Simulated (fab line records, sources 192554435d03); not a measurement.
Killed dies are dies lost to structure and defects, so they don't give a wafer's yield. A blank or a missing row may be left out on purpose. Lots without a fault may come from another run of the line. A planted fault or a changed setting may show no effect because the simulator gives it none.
A struck lot beside a sound one | flow n5_finfet | 35 steps out of a route of 1938
Sound: wafers L609.1, L609.2, L609.6. Struck: wafers L630.2, L630.3, L630.5. The cause comes at the end.
At each step with rows: each side's tool, then ch and its chambers, then its first start. Under that, the readings that differ: sound wafers | struck wafers | difference of the means | sigmas: that difference in standard deviations of wafers without a fault.
alike: readings whose means differ by less than 2 such deviations, and words and numbers that are the same on both sides. not compared: withheld readings, readings that some wafer has no value for, bounds like >300 that may hide the same value, and numbers for which the record gives no deviation and whose values overlap.
The two part at a step that has a row with sigmas, a row that says differs or no value, or rows on one side only. Numbers that don't overlap but have no deviation are shown without sigmas and don't part them. A reading that every wafer of one side lacks parts them only if that side has two wafers or more.

first, 10 steps without rows for these wafers: N5_GATE_CUT_DESCUM_18 (chemistry O2, time 7 s); N5_GATE_CUT_ETCH_28 (etches underlayer in N2/H2, target depth 13 nm, time 10.4 s); N5_GATE_CUT_ETCH_36 (etches SiARC in CF4, target depth 13 nm, time 21.7 s); N5_GATE_CUT_ETCH_37 (etches SOC in N2/H2, target depth 60 nm, overetch 12 nm, time 90 s); N5_GATE_CUT_STRIP_38 (strips in N2/H2); N5_GATE_CUT_STRIP_39 (strips in N2/H2); N5_GATE_CUT_HM_OPEN_40 (chemistry C4F6/O2, target SiO2, target depth 139 nm, time 85.1 s); N5_GATE_CUT_STRIP_41 (strips in CF4); N5_GATE_CUT_STRIP_42 (strips in O2); N5_GATE_CUT_ETCH_19 (etches SiNx in CH3F/O2, target depth 53.7 nm, time 76.7 s).
N5_GATE_CUT_CUT_ETCH_53: etches W in SF6/Cl2, target depth 79.2 nm.
  sound on rie_metal-03 ch 0,1, day 4 12:20; struck on rie_metal-03 ch 0,1, day 10 05:19
  alike: drypump_motor_current_A, etch_rf_on_time_s, oes_product_au, throttle_valve_pct
  not compared: rf_hours_counter_h
then, 23 steps without rows for these wafers: N5_GATE_CUT_CUT_ETCH_54 (etches TiN in Cl2/BCl3, target depth 96.7 nm); N5_GATE_CUT_CUT_ETCH_55 (etches HfO2 in BCl3, target depth 3.2 nm); N5_GATE_CUT_ETCH_47 (etches SiO2 in Cl2/BCl3, target depth 10 nm); N5_GATE_CUT_VAPOR_ETCH_48 (etches TiN in BCl3/Cl2); N5_GATE_CUT_VAPOR_ETCH_49 (etches TiAlC in BCl3/Cl2); N5_GATE_CUT_VAPOR_ETCH_51 (etches HfO2 in BCl3/Cl2); N5_GATE_CUT_STRIP_21 (strips in N2/H2, time 30 s); N5_GATE_CUT_STRIP_29 (strips in post etch residue remover, time 60 s); N5_GATE_CUT_SRD_52 (time 30 s); N5_GATE_CUT_ALD_22 (deposits SiNx, target thk 16 nm, pulse time 1 s, ald cycles 320); N5_GATE_CUT_CMP_23 (polishes, stops on SiO2, t overpolish 23.4 s, target thk 16 nm); N5_GATE_CUT_CMP_43 (polishes SiO2); N5_GATE_CUT_CMP_61 (polishes, stops on SiNx, t overpolish 3 s); N5_MOL_CONTACT_COAG_COAT_103 (time 60 s, resist thk 80 nm); N5_MOL_CONTACT_COAG_COAT_104 (time 60 s, resist thk 12 nm); N5_MOL_CONTACT_COAG_COAT_58 (time 60 s, resist thk 10 nm); N5_MOL_CONTACT_COAG_COAT_02 (resist thk 30 nm); N5_MOL_CONTACT_COAG_EBR_04; N5_MOL_CONTACT_COAG_SOFTBAKE_03 (time 60 s); N5_MOL_CONTACT_COAG_EXPOSE_05 (exposes mask CA, defocus 0 nm); N5_MOL_CONTACT_COAG_PEB_06 (peb time 60 s); N5_MOL_CONTACT_COAG_DEVELOP_07 (develop time 30 s); N5_MOL_CONTACT_COAG_DESCUM_13 (chemistry O2, time 7 s).
-- the record jumps here: 11 days lie between the struck wafers' starts before and after (it left off in module MOL_CONTACT_COAG and takes up again in module PASSIVATION, whose first step shown is number 1936 of the route) --
N5_PASSIVATION_PROBE_49:
  the record has rows for the struck wafers here (prober-02, day 21 02:22) and none for the sound ones

WHERE THEY PART
Only at N5_PASSIVATION_PROBE_49, within this record.

WHY: what the simulator had put in
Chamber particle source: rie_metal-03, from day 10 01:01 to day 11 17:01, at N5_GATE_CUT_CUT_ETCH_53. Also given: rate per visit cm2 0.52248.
